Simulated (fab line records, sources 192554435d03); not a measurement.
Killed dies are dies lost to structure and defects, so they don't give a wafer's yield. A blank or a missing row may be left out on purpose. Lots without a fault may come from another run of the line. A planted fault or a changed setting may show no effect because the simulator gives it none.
fab line records | flow n5_finfet
record lots=21 wafers=63 last_day=20
route steps=1938 shown FIN_SAQP@94 FIN_CUT@169 STI_FIN_REVEAL@184
lots that met no fault: from a run of the same line without faults
start_h: hours from the record's first day to the start of the lot's first wafer shown | wait_h: hours since the lot's step before | " the same as in the row above | L1.1+2: a row that stands for several wafers | - no value, or no start given | * or withheld: withheld | < > ~ a bound
route shown NAME@n: a module of which the file shows steps, and the number in the route of the first | usual: mean/standard deviation of fault-free wafers | same: alike in all rows | chamber/n: place in a boat | sites: the reading at each site | _std_site: their standard deviation | _edge_site: outer sites' mean less inner sites' | radius_mm: how far each site lies from the wafer's centre | mask NAME#n: copy n | behind: the tool/chamber that last shaped the wafer | hold: why the lot was held/for how many hours/how that ended | device: the transistor (n, p or np) that didn't switch | end of line: the same wafers' tests at the end of the route | a step without rows: its recipe alone | killed: dies lost to structure and defects at the first sort, not the wafer's yield | map: a wafer's dies, x killed, . not, _ none there
set.NAME: the setting as run; set.NAME@STEP: as run at that earlier step | model.NAME: the simulator's own value behind a step, which no gauge read
steps of the route over a sample of lots; a table a step, a row a wafer
services: from which hour (start_h, from the record's first day; less than 0 if before it) a tool's chamber was out of use, for how many hours, and why
## steps
# step N5_FIN_SAQP_ALD_61
# recipe material=SiO2 target_thk_a=40 temp_c=300 ald_precursor_family=BDEAS ald_co_reactant=O2-plasma pulse_time_s=1 purge_time_s=2 co_reactant_purge_time_s=2 ald_cycles=43 pressure_torr=2
# usual heater_power_w=485/61 precursor_pulse_height_rel=1.000/0.021 susceptor_temp_C=299.96/0.2
# same co_reactant_purge_time_s=2
# columns lot.wafer tool chamber start_h wait_h heater_power_w precursor_pulse_height_rel susceptor_temp_C
L074.2 ald_sin-03 0 21.67 0.0 437 1.010 299.73
L074.5 " 0 " " 456 1.009 299.80
L074.6 " 1 " " 473 0.996 299.90
L075.2 ald_sin-03 2 28.78 0.0 585 1.018 300.07
L075.3 " 3 " " 386 0.996 300.12
L075.4 " 0 " " 443 1.035 299.85
L076.1 ald_sin-03 3 33.36 0.0 392 0.963 299.91
L076.2 " 1 " " 463 1.028 299.63
L076.4 " 2 " " 581 0.993 300.31
L077.1 ald_sin-01 0 37.97 0.0 558 1.005 299.94
L077.2 " 3 " " 419 1.003 299.80
L077.5 " 1 " " 492 1.004 299.77
L078.1 ald_sin-01 1 44.15 0.1 476 0.987 300.03
L078.3 " 3 " " 422 0.942 299.78
L078.5 " 1 " " 477 1.008 300.13
L080.3 ald_sin-03 2 56.38 0.5 597 1.021 300.28
L080.5 " 2 " " 590 1.046 300.34
L080.6 " 3 " " 390 0.994 299.59
L082.1 ald_sin-03 2 68.01 0.0 594 1.048 299.77
L082.3 " 3 " " 394 0.994 299.63
L082.4 " 1 " " 472 1.041 300.18
L083.1 ald_sin-04 3 75.39 0.0 527 1.020 299.90
L083.4 " 0 " " 400 0.990 299.79
L083.6 " 1 " " 483 1.009 299.95
L085.2 ald_sin-03 3 86.21 0.0 392 1.007 299.75
L085.3 " 0 " " 453 0.952 300.08
L085.6 " 0 " " 454 1.018 299.95
L086.1 ald_sin-03 2 92.56 0.0 577 0.964 300.00
L086.4 " 3 " " 403 0.972 300.11
L086.6 " 2 " " 585 0.998 300.31
L087.2 ald_sin-04 3 98.25 0.0 537 1.016 300.09
L087.3 " 2 " " 548 0.986 299.83
L087.5 " 1 " " 482 1.021 299.81
L088.2 ald_sin-01 1 104.26 0.1 452 1.011 300.22
L088.4 " 0 " " 536 0.964 300.30
L088.5 " 3 " " 432 1.020 300.21
L089.2 ald_sin-03 0 110.25 0.0 457 0.967 300.18
L089.4 " 0 " " 450 1.028 299.93
L089.5 " 3 " " 402 0.979 300.19
L090.1 ald_sin-01 1 116.51 0.2 456 0.978 299.97
L090.4 " 2 " " 554 1.005 299.76
L090.5 " 2 " " 540 1.005 299.65
L091.1 ald_sin-04 1 122.05 0.0 495 1.017 300.49
L091.4 " 2 " " 551 0.991 300.00
L091.6 " 2 " " 533 1.011 299.76
L092.1 ald_sin-01 3 128.66 0.2 431 1.022 299.96
L092.2 " 2 " " 531 0.995 299.76
L092.5 " 0 " " 550 1.004 300.01
L093.1 ald_sin-03 1 134.51 0.0 475 1.012 299.86
L093.3 " 3 " " 385 1.019 299.82
L093.5 " 1 " " 464 1.022 300.06
L094.1 ald_sin-01 3 141.76 1.8 436 0.991 299.89
L094.4 " 0 " " 549 0.997 300.10
L094.5 " 2 " " 527 0.994 299.94
L095.1 ald_sin-01 1 148.66 2.1 459 0.999 300.19
L095.2 " 0 " " 539 1.026 300.18
L095.4 " 2 " " 517 0.984 300.12
L096.1 ald_sin-01 1 152.64 0.3 469 1.005 300.24
L096.2 " 2 " " 531 1.016 300.18
L096.3 " 0 " " 537 0.995 299.66
L097.4 ald_sin-01 0 159.24 0.4 541 1.014 300.08
L097.5 " 3 " " 426 0.958 299.96
L097.6 " 2 " " 537 1.048 300.22
# step N5_FIN_SAQP_ETCH_51
# recipe chemistry=CF4 target=SiARC target_depth_a=455 mask_material=CAR-ArF time_s=75.8 ion_energy_ev=80 pressure_mtorr=40 source_w=545 bias_w=36 Ar_flow_sccm=100 cf4_flow_sccm=100 ends=cleared
# usual cf4_flow_sccm=100.0/0.31 drypump_motor_current_A=5.8/0.41 etch_rf_on_time_s=75.2/0.71 oes_product_au=0.69/0.055 rf_vpp_V=184.4/1.1 showerhead_plenum_p_Torr=2.17/0.061 throttle_valve_pct=15.60/0.21
# columns lot.wafer tool chamber start_h wait_h cf4_flow_sccm drypump_motor_current_A etch_rf_on_time_s oes_product_au rf_hours_counter_h rf_vpp_V showerhead_plenum_p_Torr throttle_valve_pct
L074.2 rie_diel-01 0 23.04 0.0 100.2 5.7 76.1 0.78 18 185.2 2.26 15.48
L074.5 " 3 " " 99.8 5.6 75.6 0.70 - 184.9 2.17 15.63
L074.6 " 0 " " 99.6 5.7 75.8 0.78 - 185.7 2.26 15.47
L075.2 rie_diel-06 1 30.13 0.0 100.0 5.7 75.6 0.78 19 183.5 2.18 15.51
L075.3 " 0 " " 100.1 6.0 75.9 0.67 135 184.9 2.14 15.73
L075.4 " 2 " " 99.8 5.1 75.3 0.65 126 185.4 2.24 15.45
L076.1 rie_diel-04 2 34.94 0.0 99.7 5.4 75.3 0.64 151 184.0 2.22 15.99
L076.2 " 1 " " 99.5 5.3 75.8 0.74 43 184.9 2.17 15.22
L076.4 " 0 " " 99.9 6.4 75.4 0.61 220 182.6 2.04 15.85
L077.1 rie_diel-04 3 39.38 0.0 99.5 6.5 75.9 0.68 136 184.1 2.23 15.36
L077.2 " 1 " " 99.8 5.3 76.0 0.73 44 184.6 2.17 15.21
L077.5 " 1 " " 99.7 5.3 74.5 0.74 - 185.2 2.17 15.21
L078.1 rie_diel-06 3 45.55 0.0 100.2 5.9 75.2 0.68 101 184.3 2.15 15.47
L078.3 " 2 " " 100.2 5.1 75.0 0.66 132 186.0 2.24 15.47
L078.5 " 1 " " 99.8 5.7 74.3 0.79 - 183.7 2.18 15.52
L080.3 rie_diel-04 3 57.70 0.0 100.1 6.5 75.4 0.67 143 183.9 2.23 15.39
L080.5 " 0 " " 99.7 6.4 75.9 0.60 - 183.7 2.03 15.88
L080.6 " 3 " " 100.8 6.5 76.0 0.66 - 183.3 2.23 15.37
L082.1 rie_diel-01 0 69.36 0.0 100.2 5.7 75.4 0.76 34 185.9 2.26 15.50
L082.3 " 2 " " 100.1 6.2 74.5 0.78 25 183.8 2.10 15.62
L082.4 " 3 " " 100.5 5.6 74.9 0.69 100 185.0 2.16 15.67
L083.1 rie_diel-04 3 76.88 0.0 99.3 6.5 75.6 0.67 149 185.3 2.23 15.41
L083.4 " 0 " " 100.2 6.4 75.4 0.61 235 183.2 2.03 15.88
L083.6 " 3 " " 99.8 6.4 75.2 0.67 - 184.4 2.23 15.41
L085.2 rie_diel-06 3 87.69 0.0 100.1 5.9 75.0 0.67 115 183.0 2.15 15.49
L085.3 " 2 " " 99.7 5.1 74.7 0.65 147 184.8 2.24 15.50
L085.6 " 1 " " 100.3 5.7 74.7 0.75 - 184.5 2.18 15.57
L086.1 rie_diel-04 0 94.67 0.0 99.9 6.4 75.5 0.60 240 181.9 2.03 15.92
L086.4 " 3 " " 100.4 6.5 75.7 0.66 155 184.9 2.23 15.41
L086.6 " 1 " " 100.3 5.3 75.6 0.71 - 184.0 2.16 15.25
L087.2 rie_diel-04 3 99.76 0.0 100.1 6.5 75.6 0.66 156 186.3 2.22 15.41
L087.3 " 2 " " 100.7 5.4 75.8 0.62 173 185.2 2.21 16.04
L087.5 " 1 " " 100.0 5.3 74.5 0.72 - 184.1 2.16 15.26
L088.2 rie_diel-06 2 105.46 0.0 100.1 5.1 75.2 0.64 154 185.9 2.23 15.50
L088.4 " 1 " " 99.6 5.7 75.2 0.74 48 184.2 2.18 15.57
L088.5 " 3 " " 100.1 5.9 74.9 0.66 - 183.4 2.15 15.51
L089.2 rie_diel-01 1 111.60 0.0 100.6 5.8 75.3 0.73 64 183.2 2.17 15.47
L089.4 " 3 " " 100.8 5.6 74.5 0.69 115 184.6 2.16 15.70
L089.5 " 1 " " 100.1 5.8 74.5 0.72 - 183.4 2.17 15.49
L090.1 rie_diel-01 3 117.84 0.0 100.2 5.6 75.1 0.67 117 185.1 2.16 15.70
L090.4 " 2 " " 100.0 6.2 74.1 0.75 43 182.8 2.10 15.64
L090.5 " 0 " " 100.1 5.7 75.6 0.74 - 185.0 2.25 15.55
L091.1 rie_diel-04 0 123.25 0.0 100.0 6.4 76.6 0.59 250 181.2 2.03 15.91
L091.4 " 3 " " 99.3 6.5 75.7 0.65 165 185.1 2.22 15.42
L091.6 " 0 " " 100.1 6.4 76.9 0.59 - 182.8 2.03 15.94
L092.1 rie_diel-06 1 129.99 0.0 99.7 5.7 75.9 0.72 54 185.3 2.17 15.58
L092.2 " 0 " " 100.0 6.0 76.1 0.64 172 182.6 2.13 15.82
L092.5 " 0 " " 100.2 6.0 76.0 0.64 - 184.7 2.13 15.80
L093.1 rie_diel-04 1 135.95 0.0 100.2 5.3 76.1 0.69 78 185.1 2.16 15.27
L093.3 " 2 " " 100.2 5.5 75.5 0.61 187 184.7 2.21 16.07
L093.5 " 1 " " 100.2 5.3 76.1 0.70 - 183.4 2.16 15.28
L094.1 rie_diel-01 1 143.10 0.0 100.0 5.8 74.4 0.72 77 183.7 2.16 15.51
L094.4 " 0 " " 99.8 5.7 75.6 0.72 62 185.4 2.25 15.56
L094.5 " 0 " " 99.5 5.7 75.3 0.73 - 185.9 2.25 15.58
L095.1 rie_diel-01 3 151.20 0.0 100.0 5.6 74.4 0.67 129 184.5 2.15 15.72
L095.2 " 1 " " 100.0 5.7 74.2 0.72 79 185.5 2.16 15.51
L095.4 " 0 " " 100.9 5.8 75.2 0.73 64 184.3 2.25 15.58
L096.1 rie_diel-01 2 154.06 0.0 100.3 6.3 74.0 0.73 57 181.6 2.09 15.67
L096.2 " 3 " " 100.4 5.5 74.6 0.66 130 184.0 2.15 15.74
L096.3 " 0 " " 100.0 5.7 75.1 0.73 64 186.1 2.25 15.58
L097.4 rie_diel-04 3 160.72 0.0 99.7 6.5 76.2 0.65 179 184.8 2.22 15.46
L097.5 " 3 " " 99.8 6.5 76.6 0.65 - 183.8 2.22 15.46
L097.6 " 0 " " 100.0 6.4 74.3 0.82 - 184.2 2.28 15.46
# step N5_FIN_SAQP_ETCH_52
# recipe chemistry=N2/H2 target=SOC target_depth_a=1000 overetch_a=200 mask_material=SiARC temp_c=40 time_s=150 ion_energy_ev=200 pressure_mtorr=30 source_w=840 bias_w=150 n2_flow_sccm=200 h2_flow_sccm=200 ends=end_point
# usual drypump_motor_current_A=5.8/0.41 n2_flow_sccm=200.0/0.53 oes_product_au=0.72/0.055 rf_vpp_V=525.0/2.4 showerhead_plenum_p_Torr=2.58/0.078 throttle_valve_pct=17.82/0.25
# columns lot.wafer tool chamber start_h wait_h drypump_motor_current_A n2_flow_sccm oes_product_au rf_hours_counter_h rf_vpp_V showerhead_plenum_p_Torr throttle_valve_pct
L074.2 rie_diel-01 0 23.10 0.0 5.7 199.4 0.82 19 528.9 2.71 17.81
L074.5 " 3 " " 5.6 200.5 0.73 - 525.1 2.57 17.87
L074.6 " 0 " " 5.8 199.7 0.81 - 528.2 2.71 17.81
L075.2 rie_diel-06 1 30.19 0.0 5.7 200.4 0.82 19 524.8 2.59 17.75
L075.3 " 0 " " 5.9 200.5 0.69 135 524.2 2.54 17.98
L075.4 " 2 " " 5.0 200.2 0.69 126 526.7 2.66 17.71
L076.1 rie_diel-04 2 34.99 0.0 5.4 199.3 0.67 151 528.2 2.65 18.31
L076.2 " 1 " " 5.3 200.9 0.77 43 525.2 2.58 17.36
L076.4 " 0 " " 6.4 199.3 0.64 220 520.7 2.42 18.02
L077.1 rie_diel-04 3 39.44 0.0 6.5 199.5 0.70 136 525.9 2.66 17.51
L077.2 " 1 " " 5.3 200.1 0.77 45 525.2 2.58 17.35
L077.5 " 1 " " 5.3 199.8 0.77 - 523.9 2.58 17.35
L078.1 rie_diel-06 3 45.61 0.0 5.9 199.9 0.70 101 524.7 2.56 17.70
L078.3 " 2 " " 5.1 200.0 0.69 132 526.6 2.66 17.73
L078.5 " 1 " " 5.7 200.1 0.81 - 526.1 2.59 17.75
L080.3 rie_diel-04 3 57.75 0.0 6.5 199.9 0.71 143 527.6 2.65 17.53
L080.5 " 0 " " 6.4 200.5 0.64 - 519.6 2.41 18.04
L080.6 " 3 " " 6.5 200.4 0.70 - 527.7 2.65 17.49
L082.1 rie_diel-01 0 69.41 0.0 5.7 200.2 0.80 34 528.9 2.70 17.82
L082.3 " 2 " " 6.2 199.1 0.81 25 521.3 2.49 17.82
L082.4 " 3 " " 5.6 200.1 0.72 100 524.5 2.56 17.89
L083.1 rie_diel-04 3 76.94 0.0 6.5 200.8 0.69 149 527.6 2.65 17.51
L083.4 " 0 " " 6.4 200.2 0.64 235 519.2 2.41 18.04
L083.6 " 3 " " 6.5 200.0 0.70 - 526.3 2.65 17.50
L085.2 rie_diel-06 3 87.75 0.0 5.9 199.8 0.70 115 524.7 2.55 17.74
L085.3 " 2 " " 5.1 199.8 0.68 147 526.5 2.66 17.74
L085.6 " 1 " " 5.7 200.0 0.78 - 523.9 2.58 17.79
L086.1 rie_diel-04 0 94.72 0.0 6.4 200.2 0.63 240 520.7 2.41 18.07
L086.4 " 3 " " 6.5 200.4 0.69 155 526.8 2.65 17.52
L086.6 " 1 " " 5.3 200.7 0.73 - 524.7 2.57 17.41
L087.2 rie_diel-04 3 99.81 0.0 6.5 198.7 0.69 156 528.3 2.65 17.52
L087.3 " 2 " " 5.5 199.6 0.65 173 526.4 2.64 18.36
L087.5 " 1 " " 5.3 200.2 0.74 - 524.7 2.57 17.39
L088.2 rie_diel-06 2 105.52 0.0 5.1 200.0 0.67 154 527.9 2.65 17.76
L088.4 " 1 " " 5.7 199.9 0.77 48 526.7 2.58 17.81
L088.5 " 3 " " 5.9 200.5 0.69 - 525.1 2.55 17.74
L089.2 rie_diel-01 1 111.66 0.0 5.7 200.2 0.76 64 525.2 2.58 17.75
L089.4 " 3 " " 5.6 199.9 0.71 115 522.4 2.55 17.92
L089.5 " 1 " " 5.7 199.9 0.75 - 525.7 2.58 17.75
L090.1 rie_diel-01 3 117.89 0.0 5.6 200.0 0.71 117 524.8 2.55 17.91
L090.4 " 2 " " 6.3 199.3 0.78 43 520.7 2.48 17.86
L090.5 " 0 " " 5.7 199.9 0.77 - 525.7 2.69 17.88
L091.1 rie_diel-04 0 123.31 0.0 6.4 199.8 0.63 250 519.3 2.40 18.07
L091.4 " 3 " " 6.5 200.3 0.69 165 526.1 2.64 17.53
L091.6 " 0 " " 6.4 198.8 0.63 - 521.0 2.40 18.06
L092.1 rie_diel-06 1 130.05 0.0 5.7 200.4 0.77 54 526.1 2.58 17.84
L092.2 " 0 " " 6.0 199.5 0.67 172 524.5 2.53 18.05
L092.5 " 0 " " 6.0 199.2 0.67 - 522.6 2.53 18.05
L093.1 rie_diel-04 1 136.00 0.0 5.3 200.3 0.74 78 523.1 2.57 17.40
L093.3 " 2 " " 5.5 200.4 0.64 187 526.1 2.63 18.38
L093.5 " 1 " " 5.3 201.1 0.73 - 523.8 2.57 17.42
L094.1 rie_diel-01 1 143.16 0.0 5.8 200.2 0.74 77 523.5 2.58 17.77
L094.4 " 0 " " 5.7 199.2 0.75 62 528.1 2.69 17.88
L094.5 " 0 " " 5.7 199.1 0.76 - 527.4 2.69 17.87
L095.1 rie_diel-01 3 151.26 0.0 5.6 200.3 0.69 129 524.7 2.55 17.94
L095.2 " 1 " " 5.8 201.1 0.74 79 524.5 2.58 17.77
L095.4 " 0 " " 5.7 200.5 0.76 64 529.5 2.69 17.88
L096.1 rie_diel-01 2 154.12 0.0 6.3 200.1 0.76 57 523.0 2.48 17.87
L096.2 " 3 " " 5.6 200.6 0.69 130 522.5 2.55 17.93
L096.3 " 0 " " 5.8 200.2 0.75 64 527.8 2.69 17.89
L097.4 rie_diel-04 3 160.77 0.0 6.5 200.4 0.68 179 527.8 2.64 17.58
L097.5 " 3 " " 6.5 200.7 0.68 - 525.4 2.64 17.56
L097.6 " 0 " " 6.4 200.8 0.85 - 530.4 2.72 17.66
# step N5_FIN_SAQP_RECESS_71
# recipe chemistry=HF/NH3 target=SiO2 target_depth_a=30 afs_cycles=1 temp_c=30 sublimation_temp_c=180 sublimation_time_s=60
# usual drypump_motor_current_A=5.89/0.17
# columns lot.wafer tool chamber start_h wait_h drypump_motor_current_A
L074.2 vapor_etch-02 1 26.07 0.0 5.96
L074.5 " 1 " " 5.96
L074.6 " 0 " " 5.66
L075.2 vapor_etch-02 0 33.36 0.0 5.66
L075.3 " 0 " " 5.66
L075.4 " 1 " " 5.94
L076.1 vapor_etch-01 1 38.04 0.0 5.92
L076.2 " 0 " " 6.15
L076.4 " 0 " " 6.11
L077.1 vapor_etch-01 0 42.26 0.0 6.18
L077.2 " 1 " " 5.88
L077.5 " 0 " " 6.12
L078.1 vapor_etch-02 0 49.54 0.0 5.68
L078.3 " 0 " " 5.67
L078.5 " 0 " " 5.66
L080.3 vapor_etch-02 1 60.59 0.1 5.97
L080.5 " 0 " " 5.66
L080.6 " 1 " " 5.98
L082.1 vapor_etch-02 1 73.37 0.0 5.93
L082.3 " 0 " " 5.66
L082.4 " 1 " " 5.97
L083.1 vapor_etch-02 0 80.99 0.0 5.67
L083.4 " 1 " " 5.98
L083.6 " 0 " " 5.66
L085.2 vapor_etch-01 0 91.18 0.0 6.14
L085.3 " 0 " " 6.15
L085.6 " 1 " " 5.91
L086.1 vapor_etch-02 0 99.60 0.0 5.65
L086.4 " 0 " " 5.66
L086.6 " 0 " " 5.66
L087.2 vapor_etch-01 1 103.68 0.0 5.92
L087.3 " 1 " " 5.90
L087.5 " 0 " " 6.15
L088.2 vapor_etch-01 1 108.60 0.0 5.88
L088.4 " 0 " " 6.12
L088.5 " 0 " " 6.12
L089.2 vapor_etch-02 0 115.09 0.0 5.65
L089.4 " 1 " " 5.95
L089.5 " 1 " " 5.96
L090.1 vapor_etch-02 0 121.08 0.0 5.66
L090.4 " 1 " " 5.94
L090.5 " 0 " " 5.66
L091.1 vapor_etch-01 0 126.44 0.0 6.16
L091.4 " 1 " " 5.90
L091.6 " 1 " " 5.88
L092.1 vapor_etch-02 1 133.44 0.0 5.95
L092.2 " 0 " " 5.66
L092.5 " 1 " " 5.95
L093.1 vapor_etch-02 1 139.59 0.0 5.96
L093.3 " 1 " " 5.95
L093.5 " 0 " " 5.67
L094.1 vapor_etch-01 0 146.29 0.0 6.17
L094.4 " 0 " " 6.14
L094.5 " 1 " " 5.89
L095.1 vapor_etch-01 0 154.22 0.0 6.15
L095.2 " 1 " " 5.89
L095.4 " 1 " " 5.91
L096.1 vapor_etch-02 1 156.97 0.0 5.94
L096.2 " 0 " " 5.67
L096.3 " 0 " " 5.67
L097.4 vapor_etch-01 1 163.92 0.1 5.88
L097.5 " 0 " " 6.15
L097.6 " 1 " " 5.90
# step N5_FIN_CUT_ETCH_21
# recipe chemistry=N2/H2 target=SOC target_depth_a=2190 overetch_a=438 mask_material=SiARC temp_c=40 ion_energy_ev=100 bias_w=61 time_s=523.5 pressure_mtorr=30 source_w=850 n2_flow_sccm=200 h2_flow_sccm=200
# usual drypump_motor_current_A=5.7/0.41 n2_flow_sccm=200.0/0.6 oes_product_au=0.71/0.075 rf_vpp_V=240.5/1.4 showerhead_plenum_p_Torr=2.53/0.079 throttle_valve_pct=17.90/0.19
# columns lot.wafer tool chamber start_h wait_h drypump_motor_current_A n2_flow_sccm oes_product_au rf_hours_counter_h rf_vpp_V showerhead_plenum_p_Torr throttle_valve_pct
L074.2 rie_diel-02 1 28.09 0.0 5.6 200.0 0.73 117 237.7 2.45 18.02
L074.5 " 2 " " 6.1 199.2 0.85 - 241.3 2.49 17.71
L074.6 " 3 " " 5.9 200.9 0.71 - 238.8 2.45 17.79
L075.2 rie_diel-05 3 35.33 0.0 6.4 200.0 0.73 117 241.0 2.55 18.02
L075.3 " 2 " " 6.2 200.3 0.64 226 241.1 2.51 18.04
L075.4 " 2 " " 6.2 199.2 0.64 - 240.9 2.51 18.02
L076.1 rie_diel-03 0 40.07 0.0 6.0 201.5 0.79 50 243.2 2.70 17.88
L076.2 " 1 " " 5.7 200.1 0.70 137 240.6 2.55 18.18
L076.4 " 3 " " 5.5 199.8 0.69 133 243.2 2.66 17.86
L077.1 rie_diel-05 0 44.88 0.0 5.8 200.8 0.67 176 240.8 2.53 17.63
L077.2 " 1 " " 5.3 200.5 0.92 1 241.2 2.61 17.51
L077.5 " 2 " " 6.2 199.2 0.64 - 239.5 2.51 18.04
L078.1 rie_diel-05 1 51.49 0.0 5.4 200.1 0.90 3 241.9 2.61 17.51
L078.3 " 2 " " 6.2 199.9 0.63 231 240.3 2.51 18.04
L078.5 " 1 " " 5.4 199.9 0.90 - 240.8 2.61 17.52
L080.3 rie_diel-02 3 62.32 0.0 5.9 200.7 0.70 143 239.4 2.45 17.79
L080.5 " 0 " " 4.8 199.7 0.65 - 242.4 2.61 18.09
L080.6 " 3 " " 5.9 200.2 0.70 - 238.7 2.45 17.80
L082.1 rie_diel-02 2 75.41 0.0 6.0 200.8 0.83 31 240.6 2.49 17.75
L082.3 " 3 " " 5.9 199.8 0.70 147 239.0 2.45 17.81
L082.4 " 1 " " 5.6 201.0 0.72 131 238.7 2.45 18.02
L083.1 rie_diel-02 3 82.93 0.0 5.9 200.5 0.69 150 239.6 2.44 17.81
L083.4 " 1 " " 5.6 201.0 0.71 134 240.2 2.45 18.02
L083.6 " 0 " " 4.8 199.3 0.64 - 242.1 2.61 18.12
L085.2 rie_diel-03 1 93.37 0.0 5.8 199.4 0.69 154 241.0 2.54 18.22
L085.3 " 2 " " 5.7 199.7 0.67 177 239.1 2.43 17.87
L085.6 " 2 " " 5.7 199.5 0.66 - 239.9 2.43 17.86
L086.1 rie_diel-05 0 103.58 0.0 5.8 200.6 0.66 195 240.7 2.52 17.67
L086.4 " 1 " " 5.3 199.5 0.85 - 241.1 2.60 17.57
L086.6 " 0 " " 5.8 201.2 0.66 - 240.5 2.52 17.68
L087.2 rie_diel-02 3 105.81 0.0 5.9 199.7 0.69 157 238.9 2.44 17.83
L087.3 " 1 " " 5.6 199.8 0.70 142 239.0 2.44 18.06
L087.5 " 2 " " 6.1 199.4 0.82 - 240.5 2.48 17.75
L088.2 rie_diel-02 0 110.45 0.0 4.8 200.6 0.64 232 242.1 2.61 18.13
L088.4 " 0 " " 4.8 200.9 0.64 - 240.1 2.61 18.12
L088.5 " 0 " " 4.8 200.1 0.64 - 241.6 2.61 18.13
L089.2 rie_diel-03 2 116.91 0.0 5.7 199.9 0.65 185 238.8 2.43 17.87
L089.4 " 3 " " 5.4 199.7 0.67 - 243.6 2.65 17.92
L089.5 " 2 " " 5.7 199.6 0.67 - 237.8 2.43 17.87
L090.1 rie_diel-05 3 122.89 0.0 6.4 200.3 0.72 137 241.0 2.54 18.05
L090.4 " 0 " " 5.8 199.9 0.65 - 241.6 2.51 17.69
L090.5 " 1 " " 5.4 199.6 0.84 - 241.2 2.60 17.57
L091.1 rie_diel-05 3 128.70 0.0 6.4 200.9 0.71 140 239.6 2.54 18.04
L091.4 " 3 " " 6.4 199.6 0.72 - 241.3 2.54 18.05
L091.6 " 1 " " 5.3 200.3 0.82 - 241.9 2.60 17.57
L092.1 rie_diel-05 3 135.50 0.0 6.4 199.2 0.71 142 238.6 2.54 18.07
L092.2 " 0 " " 5.8 200.0 0.65 206 240.0 2.51 17.71
L092.5 " 1 " " 5.4 200.0 0.83 - 241.9 2.60 17.57
L093.1 rie_diel-02 0 142.89 0.0 4.8 199.6 0.64 244 240.5 2.60 18.14
L093.3 " 2 " " 6.1 198.9 0.80 53 239.7 2.48 17.79
L093.5 " 2 " " 6.1 199.8 0.80 - 238.8 2.48 17.79
L094.1 rie_diel-03 0 167.06 0.0 6.0 199.8 0.76 91 242.9 2.68 17.95
L094.4 " 2 " " 5.7 199.5 0.65 204 239.9 2.42 17.92
L094.5 " 0 " " 6.0 199.4 0.76 - 243.1 2.68 17.95
L095.1 rie_diel-02 1 169.37 0.0 5.6 199.8 0.70 153 237.9 2.44 18.05
L095.2 " 3 " " 5.9 201.0 0.67 174 240.1 2.43 17.85
L095.4 " 2 " " 6.1 199.3 0.79 57 239.1 2.48 17.79
L096.1 rie_diel-02 0 169.93 0.0 4.8 199.4 0.63 248 242.1 2.60 18.16
L096.2 " 1 " " 5.6 200.3 0.70 153 238.5 2.44 18.06
L096.3 " 3 " " 5.9 199.7 0.67 174 239.1 2.43 17.86
L097.4 rie_diel-03 0 170.31 0.0 5.9 199.4 0.75 92 241.3 2.68 17.95
L097.5 " 3 " " 5.5 201.0 0.65 - 242.2 2.64 17.96
L097.6 " 2 " " 5.7 200.2 0.65 - 239.3 2.42 17.92
# step N5_STI_FIN_REVEAL_ALD_14
# recipe material=Si3N4 target_thk_a=30 temp_c=400 ald_precursor_family=SiH2I2 ald_co_reactant=N2/H2-plasma pressure_torr=2
# usual heater_power_w=846/100 susceptor_temp_C=400.04/0.23
# columns lot.wafer tool chamber start_h wait_h heater_power_w susceptor_temp_C
L074.2 ald_sin-03 2 29.03 0.0 1037 399.72
L074.5 " 3 " " 704 399.95
L074.6 " 2 " " 1065 399.88
L075.2 ald_sin-03 3 36.24 0.0 696 399.82
L075.3 " 2 " " 1028 400.22
L075.4 " 1 " " 823 399.85
L076.1 ald_sin-01 2 42.41 0.0 950 399.68
L076.2 " 1 " " 859 400.14
L076.4 " 3 " " 753 400.52
L077.1 ald_sin-03 3 46.53 0.0 693 399.42
L077.2 " 0 " " 792 399.79
L077.5 " 3 " " 706 399.64
L078.1 ald_sin-01 1 52.40 0.0 855 400.00
L078.3 " 0 " " 992 400.05
L078.5 " 3 " " 763 400.14
L080.3 ald_sin-01 2 63.38 0.0 956 400.48
L080.5 " 1 " " 873 400.08
L080.6 " 2 " " 950 400.36
L082.1 ald_sin-02 3 76.33 0.0 809 399.72
L082.3 " 0 " " 796 400.14
L082.4 " 2 " " 739 399.63
L083.1 ald_sin-02 1 83.93 0.0 860 400.07
L083.4 " 3 " " 850 400.51
L083.6 " 0 " " 806 400.02
L085.2 ald_sin-02 1 94.33 0.0 843 399.97
L085.3 " 3 " " 853 399.59
L085.6 " 0 " " 795 399.85
L086.1 ald_sin-03 1 104.69 0.0 810 399.88
L086.4 " 0 " " 811 400.02
L086.6 " 2 " " 1089 399.96
L087.2 ald_sin-02 0 106.76 0.0 786 400.12
L087.3 " 3 " " 811 400.07
L087.5 " 1 " " 837 400.38
L088.2 ald_sin-02 1 111.58 0.0 867 400.05
L088.4 " 0 " " 789 400.12
L088.5 " 2 " " 761 400.11
L089.2 ald_sin-03 0 118.92 0.0 831 400.35
L089.4 " 3 " " 700 400.45
L089.5 " 1 " " 848 400.24
L090.1 ald_sin-03 0 123.82 0.0 825 400.10
L090.4 " 1 " " 829 400.22
L090.5 " 3 " " 714 399.92
L091.1 ald_sin-03 1 129.61 0.0 837 399.78
L091.4 " 0 " " 814 399.86
L091.6 " 1 " " 836 399.96
L092.1 ald_sin-01 3 136.41 0.0 768 399.81
L092.2 " 0 " " 960 400.23
L092.5 " 1 " " 828 399.75
L093.1 ald_sin-03 3 143.88 0.0 703 400.16
L093.3 " 0 " " 809 399.51
L093.5 " 1 " " 830 400.35
L094.1 ald_sin-02 1 167.99 0.0 831 400.15
L094.4 " 0 " " 792 400.21
L094.5 " 3 " " 845 400.19
L095.1 ald_sin-01 2 170.43 0.0 929 399.98
L095.2 " 1 " " 826 400.04
L095.4 " 0 " " 974 399.87
L096.1 ald_sin-03 2 171.84 0.0 1043 399.76
L096.2 " 1 " " 869 399.93
L096.3 " 0 " " 814 400.16
L097.4 ald_sin-03 2 172.11 0.0 1047 400.02
L097.5 " 1 " " 836 400.03
L097.6 " 2 " " 1084 400.21
## services
# columns tool chamber start_h hours kind
ald_sin-02 - -2.32 0.7 repair
rie_diel-05 - 1.12 0.1 repair
rie_diel-03 1 2.61 9.5 repair
rie_diel-03 2 4.71 7.2 repair
ald_sin-02 0 7.08 8.2 repair
ald_sin-02 - 8.68 1.6 repair
rie_diel-02 0 12.34 13.6 repair
vapor_etch-01 - 15.68 0.7 repair
ald_sin-02 - 39.40 3.0 repair
rie_diel-02 0 44.84 6.4 repair
vapor_etch-01 - 60.03 15.6 pm
ald_sin-01 - 86.75 14.0 pm
rie_diel-05 3 93.94 21.0 repair
rie_diel-04 1 106.06 2.9 repair
rie_diel-02 1 107.68 15.5 repair
rie_diel-02 2 107.69 2.9 repair
ald_sin-02 3 111.52 6.2 repair
vapor_etch-01 - 112.66 2.8 pm
rie_diel-02 - 151.09 15.6 pm
rie_diel-06 - 152.62 0.9 repair
rie_diel-05 - 153.22 28.1 pm
ald_sin-01 - 153.33 2.8 pm
rie_diel-01 0 161.28 4.4 repair
ald_sin-02 - 165.33 2.0 repair
## key
fault none
